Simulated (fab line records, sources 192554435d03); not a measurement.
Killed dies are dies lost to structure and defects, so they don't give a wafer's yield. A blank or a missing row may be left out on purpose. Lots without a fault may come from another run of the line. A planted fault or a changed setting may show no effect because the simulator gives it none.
A struck lot beside a sound one | flow n5_finfet | 21 steps out of a route of 1938
Sound: wafers L527.1, L527.2, L527.3. Struck: wafers L525.1, L525.4, L525.5. The cause comes at the end.
At each step with rows: each side's tool, then ch and its chambers, then its first start. Under that, the readings that differ: sound wafers | struck wafers | difference of the means | sigmas: that difference in standard deviations of wafers without a fault.
alike: readings whose means differ by less than 2 such deviations, and words and numbers that are the same on both sides. not compared: withheld readings, readings that some wafer has no value for, bounds like >300 that may hide the same value, and numbers for which the record gives no deviation and whose values overlap.
The two part at a step that has a row with sigmas, a row that says differs or no value, or rows on one side only. Numbers that don't overlap but have no deviation are shown without sigmas and don't part them. A reading that every wafer of one side lacks parts them only if that side has two wafers or more.

N5_STI_FIN_REVEAL_ETCHBACK_08: etches SiO2 in C4F6/O2, target depth 30.5 nm, time 10.167 s.
  sound on rie_diel-06 ch 0,1,2, day 7 21:41; struck on rie_diel-02 ch 2,3, day 7 11:03
  reading                | sound             | struck            | difference | sigmas
  throttle_valve_pct (%) | 21.14 20.94 20.98 | 21.65 21.38 21.66 | +0.54      | +2
  alike: bias_w, drypump_motor_current_A, oes_product_au, rf_vpp_V, showerhead_plenum_p_Torr
  not compared: rf_hours_counter_h
N5_STI_FIN_REVEAL_STRIP_24: strips in N2/H2, time 90 s.
  sound on rie_diel-06 ch 0,1,2, day 7 21:43; struck on rie_diel-02 ch 2,3, day 7 11:05
  alike: bias_power_w, chamber_pressure_mTorr, drypump_motor_current_A, oes_product_au, rf_vpp_V, showerhead_plenum_p_Torr, throttle_valve_pct
  not compared: rf_hours_counter_h
then, 4 steps without rows for these wafers: N5_STI_FIN_REVEAL_PRECLEAN_25 (cleans in SPM, time 90 s); N5_STI_FIN_REVEAL_PRECLEAN_26 (cleans in SC1, time 45 s); N5_STI_FIN_REVEAL_PRECLEAN_29 (cleans in DHF, time 30 s); N5_STI_FIN_REVEAL_SRD_12 (time 30 s).
N5_STI_FIN_REVEAL_RECESS_09: chemistry HF/NH3, target SiO2, afs cycles 11, target depth 42.5 nm, sublimation time 60 s.
  sound on vapor_etch-01 ch 0,1, day 7 21:56; struck on vapor_etch-01 ch 1, day 7 11:18
  alike: drypump_motor_current_A
then, 2 steps without rows for these wafers: N5_STI_FIN_REVEAL_STRIP_16 (strips SiNx in H3PO4, target depth 23.8 nm); N5_STI_FIN_REVEAL_PRECLEAN_17 (cleans in NF3:NH3, afs cycles 1, time 20 s, sublimation time 60 s).
N5_STI_FIN_REVEAL_ETCH_34: etches Si in H2, material Si, target depth 0.97 nm.
  sound on rie_si-03 ch 0,2,3, day 8 00:02; struck on rie_si-02 ch 0,1, day 7 13:25
  reading               | sound             | struck            | difference | sigmas
  oes_product_au (a.u.) | 0.974 0.970 0.959 | 1.009 1.028 1.030 | +0.055     | +3
  alike: drypump_motor_current_A, he_backside_leak_sccm, throttle_valve_pct
  not compared: rf_hours_counter_h
then, 2 steps without rows for these wafers: N5_STI_FIN_REVEAL_OXIDATION_31 (chemistry O2 PLASMA REMOTE, time 20 s); N5_STI_FIN_REVEAL_PRECLEAN_32 (cleans in NF3:NH3, afs cycles 1, time 20 s, sublimation time 60 s).
N5_STI_FIN_REVEAL_STRIP_35: strips Si3N4 in H3PO4, target depth 4 nm, time 39 s.
  sound on wet_bench-01 ch 2,4,5, day 8 00:23; struck on wet_bench-06 ch 1,2,5, day 7 13:46
  no value came back on the struck wafers for bath_guard_temp_C (C), bath_heat_duty_pct (%), time_s (s); on the sound wafers bath_guard_temp_C (C) reads 166.1 164.6 165.2
  reading                                             | sound       | struck | difference | sigmas
  model.Si_of_PMOS_HMC_CHANNEL_EPI_EPI_26.thk_nm (nm) | 2.6 2.6 2.6 | 3 3 3  | +0         |
then, 1 step without rows for these wafers: N5_STI_FIN_REVEAL_SRD_21 (time 30 s).
N5_STI_FIN_REVEAL_OXIDATION_33: chemistry O2 PLASMA REMOTE, time 20 s.
  sound on plasma_asher-02 ch 0,1, day 8 00:26; struck on plasma_asher-02 ch 0,1, day 7 13:50
  alike: drypump_motor_current_A, heater_power_w
  not compared: rf_hours_counter_h
N5_STI_FIN_REVEAL_CLEAN_19: cleans in O3/DIW, time 120 s.
  sound on wet_bench-02 ch 1,2,7, day 8 00:32; struck on wet_bench-01 ch 0,2,5, day 7 13:55
  reading                                             | sound       | struck      | difference | sigmas
  model.Si_of_PMOS_HMC_CHANNEL_EPI_EPI_26.thk_nm (nm) | 2.4 2.4 2.4 | 2.8 2.8 2.8 | +0.4       |
then, 1 step without rows for these wafers: N5_STI_FIN_REVEAL_SRD_23 (time 30 s).
N5_STI_FIN_REVEAL_CD_MEAS_22: target cd 6.238 nm, pitch 28 nm.
  sound on cd_sem-01, day 8 00:36; struck on cd_sem-03, day 7 14:00
  alike: cd_nm
N5_STI_FIN_REVEAL_FIN_H_MEAS_10:
  sound on ocd-01, day 8 00:38; struck on ocd-01, day 7 14:02
  reading              | sound          | struck         | difference | sigmas
  trench_depth_nm (nm) | 51.7 50.7 51.0 | 47.9 48.0 47.9 | -3.2       | -5
then, 1 step without rows for these wafers: N5_STI_FIN_REVEAL_PRECLEAN_18 (cleans in SC2, time 45 s).
-- the record jumps here: 10 days lie between the struck wafers' starts before and after (it left off in module STI_FIN_REVEAL and takes up again in module PASSIVATION, whose first step shown is number 1936 of the route) --
N5_PASSIVATION_PROBE_49:
  sound on prober-01, day 19 00:28; struck on prober-02, day 17 12:43
  reading      | sound    | struck   | difference | sigmas
  killed_short | 40 45 27 | 15 24 23 | -17        | -2
  alike: killed_at_M0_to_M3, killed_at_M4_up, killed_at_contacts, killed_at_front_end, killed_at_other, killed_dies, killed_on_rim, killed_open

WHERE THEY PART
First at N5_STI_FIN_REVEAL_ETCHBACK_08; last, within this record, at N5_PASSIVATION_PROBE_49.

WHY: what the simulator had put in
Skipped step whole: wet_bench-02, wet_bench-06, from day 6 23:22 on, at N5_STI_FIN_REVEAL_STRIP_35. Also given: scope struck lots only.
